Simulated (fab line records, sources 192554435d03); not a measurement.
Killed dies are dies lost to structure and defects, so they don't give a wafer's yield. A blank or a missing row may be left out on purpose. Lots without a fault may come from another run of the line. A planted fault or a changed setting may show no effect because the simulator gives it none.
Chamber matching | flow n5_finfet | N5_BEOL_M10_CURE_71 on uv_cure-03: 3 sister chambers
The step cures SiCOH lowk, time 240 s. 3 wafers are shown with their chamber, then 11 later ones without.

WAFERS WITH THEIR CHAMBER
wafer  | chamber | wafer_temp_C_max
L078.5 | 2       | 386.5
L087.5 | 1       | 388.6
L089.1 | 0       | 386.2

WAFERS WITHOUT THEIR CHAMBER
wafer  | wafer_temp_C_max
L089.2 | 386.6
L089.4 | 386.4
L092.4 | 386.3
L092.5 | 386.1
L092.6 | 386.4
L096.1 | 386.3
L096.3 | 386.7
L096.4 | 387.2
L091.3 | 386.2
L091.4 | 386.6
L091.6 | 386.9

WHICH CHAMBER EACH WENT THROUGH
wafer  | from the rows above     | in truth
L089.2 | can't be placed: 2 or 0 | 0
L089.4 | can't be placed: 2 or 0 | 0
L092.4 | can't be placed: 0 or 2 | 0
L092.5 | can't be placed: 0 or 2 | 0
L092.6 | can't be placed: 2 or 0 | 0
L096.1 | can't be placed: 0 or 2 | 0
L096.3 | can't be placed: 2 or 0 | 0
L096.4 | can't be placed: 2 or 0 | 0
L091.3 | can't be placed: 0 or 2 | 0
L091.4 | can't be placed: 2 or 0 | 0
L091.6 | can't be placed: 2 or 0 | 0
Placed correctly: 0 of 11. Can't be placed from these rows: 11 (the true chamber is among the candidates in 11). Placed wrongly: 0.
How it was worked out, from the rows above alone: a wafer's distance from a chamber is the root of the sum, over the readings, of the square of ((its reading less the chamber's mean) divided by the reading's scatter). The wafer belongs to the nearest chamber; if the next one is less than 2 further off, it can't be placed. A chamber's mean is the mean of its shown wafers. The scatter: with one shown wafer a chamber, the root of the mean of the squares of how far each hidden wafer lies from its nearest shown one.
